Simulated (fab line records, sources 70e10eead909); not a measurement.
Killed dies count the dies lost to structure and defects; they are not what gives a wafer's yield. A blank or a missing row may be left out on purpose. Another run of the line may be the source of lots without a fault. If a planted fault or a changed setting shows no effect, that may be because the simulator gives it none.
A struck lot beside a sound one || flow nand harc || 37 steps out of a route of 1302
Sound: the wafers L299.1, L299.2, L299.5. The struck wafers were L293.2, L293.4, L293.6. Last of all comes the cause.
Per side, at each step with rows, come the tool, then ch with its chambers, and then its first start. Under that, the readings that differ: sound wafers || struck wafers || difference of the means || sigmas: that difference in standard deviations of wafers without a fault.
alike: readings whose means differ by less than 2 such deviations, and words and numbers that are the same on both sides. not compared: withheld readings, readings that some wafer has no value for, bounds like >300 that may hide the same value, and numbers for which the record gives no deviation and whose values overlap.
The two part at a step that has a row with sigmas, a row that says differs or no value, or rows on one side only. Non-overlapping numbers with no deviation appear without sigmas and do not part them. Lack of a reading on every wafer of one side parts them only where that side has two or more wafers.

first, 3 steps without rows for these wafers: NHARC_A_STAIRCASE_STRIP_317 (strips in SPM, time 900 s); NHARC_A_STAIRCASE_PRECLEAN_318 (cleans in SC1); NHARC_A_STAIRCASE_SRD_329.
NHARC_A_STAIRCASE_ALD_415: deposits SiO2, target thk 30 nm, pulse time 6 s, ald cycles 300.
  sound on ald hk-02 ch 1,3, day 26 12:33; struck on ald hk-02 ch 0,2,3, day 24 08:08
  alike: heater power w, precursor pulse height rel
then, 2 steps without rows for these wafers: NHARC_A_STAIRCASE_ETCHBACK_416 (etches the open film in C4F8/O2/Ar, target depth 36 nm, time 7.2 s); NHARC_A_STAIRCASE_STRIP_476 (strips in O2, time 20 s).
NHARC_A_STAIRCASE_DEP_417: deposits Si3N4, target thk 60 nm.
  sound on pecvd-04 ch 0,1,2, day 26 14:37; struck on pecvd-03 ch 0,2, day 24 10:13
  alike: heater power w
then, 3 steps without rows for these wafers: NHARC_A_STAIRCASE_WET_418 (chemistry H3PO4, target depth 20 nm); NHARC_A_STAIRCASE_PRECLEAN_419 (cleans in SC1); NHARC_A_STAIRCASE_SRD_421.
NHARC_A_STAIRCASE_ALD_420: deposits SiO2, target thk 20 nm, pulse time 6 s, ald cycles 200.
  sound on ald hk-01 ch 1,3, day 26 18:18; struck on ald hk-01 ch 0,2,3, day 24 13:04
  alike: heater power w, precursor pulse height rel
NHARC_A_STAIRCASE_CVD_552: deposits SiNx, target thk 40 nm.
  sound on lpcvd-01 ch 0, day 26 22:50; struck on lpcvd-02 ch 0, day 24 17:28
  alike: spike tc upper C
then, 2 steps without rows for these wafers: NHARC_A_STAIRCASE_DEP_151 (deposits SiO2, target thk 7200 nm); NHARC_A_STAIRCASE_ANNEAL_320 (time 1800 s).
NHARC_A_STAIRCASE_DEP_322: deposits SiO2, target thk 7200 nm.
  sound on pecvd-03 ch 1,2, day 27 12:30; struck on pecvd-03 ch 0,2, day 25 08:01
  alike: heater power w
then, 12 steps without rows for these wafers: NHARC_A_STAIRCASE_ANNEAL_323 (time 1800 s); NHARC_A_STAIRCASE_DEP_325 (deposits SiO2, target thk 7200 nm); NHARC_A_STAIRCASE_ANNEAL_326 (time 1800 s); NHARC_A_STAIRCASE_DEHYDRATE_433 (time 120 s); NHARC_A_STAIRCASE_HMDS_434 (time 30 s); NHARC_A_STAIRCASE_COAT_435; NHARC_A_STAIRCASE_SOFTBAKE_436 (time 170 s); NHARC_A_STAIRCASE_EBR_437; NHARC_A_STAIRCASE_EXPOSE_438 (exposes mask STAIR REV); NHARC_A_STAIRCASE_PEB_439 (peb time 130 s); NHARC_A_STAIRCASE_DEVELOP_440 (time 140 s); NHARC_A_STAIRCASE_HARDBAKE_442 (time 140 s).
NHARC_A_STAIRCASE_DESCUM_443: chemistry O2, time 3 s.
  sound on rie diel-04 ch 1,2, day 28 04:15; struck on rie diel-11 ch 0,2,3, day 26 00:16
  alike: drypump motor current A, oes product au, rf vpp V, showerhead plenum p Torr, throttle valve pct
  not compared: rf hours counter h
then, 7 steps without rows for these wafers: NHARC_A_STAIRCASE_ETCH_444 (etches the open film in C4F8/O2, target depth 20400 nm, time 6800 s); NHARC_A_STAIRCASE_STRIP_446 (strips in O2); NHARC_A_STAIRCASE_STRIP_447 (strips in SPM, time 900 s); NHARC_A_STAIRCASE_PRECLEAN_448 (cleans in SC1); NHARC_A_STAIRCASE_SRD_449; NHARC_A_STAIRCASE_CMP_450 (polishes SiO2, target thk 200 nm); NHARC_A_STAIRCASE_CMP_152 (polishes).
NHARC_A_SGD_CUT_DESCUM_14: chemistry O2, time 3 s.
  sound on rie diel-01 ch 0,2,3, day 28 12:20; struck on rie diel-02 ch 1,3, day 26 11:35
{"reading": "hold", "sound": "- - -", "struck": "await dispo/2.8h/release await dispo/2.8h/release await dispo/2.8h/release", "difference": "no value on the sound wafers", "sigmas": ""}
  alike: drypump motor current A, oes product au, rf vpp V, showerhead plenum p Torr, throttle valve pct
  not compared: rf hours counter h
-- break in the record here, with 5 days between the starts of the struck wafers on either side (left off in module A_SGD_CUT, picked up again in module END, where the first step shown is number 1302 on the route) --
NHARC_END_SORT_01:
  at this point the record logs the struck wafers (prober-01 ch 0, day 31 14:13) and has no rows for the sound ones

WHERE THEY PART
First at NHARC_A_SGD_CUT_DESCUM_14; last, within this record, at NHARC_END_SORT_01.

WHY: what the simulator had put in
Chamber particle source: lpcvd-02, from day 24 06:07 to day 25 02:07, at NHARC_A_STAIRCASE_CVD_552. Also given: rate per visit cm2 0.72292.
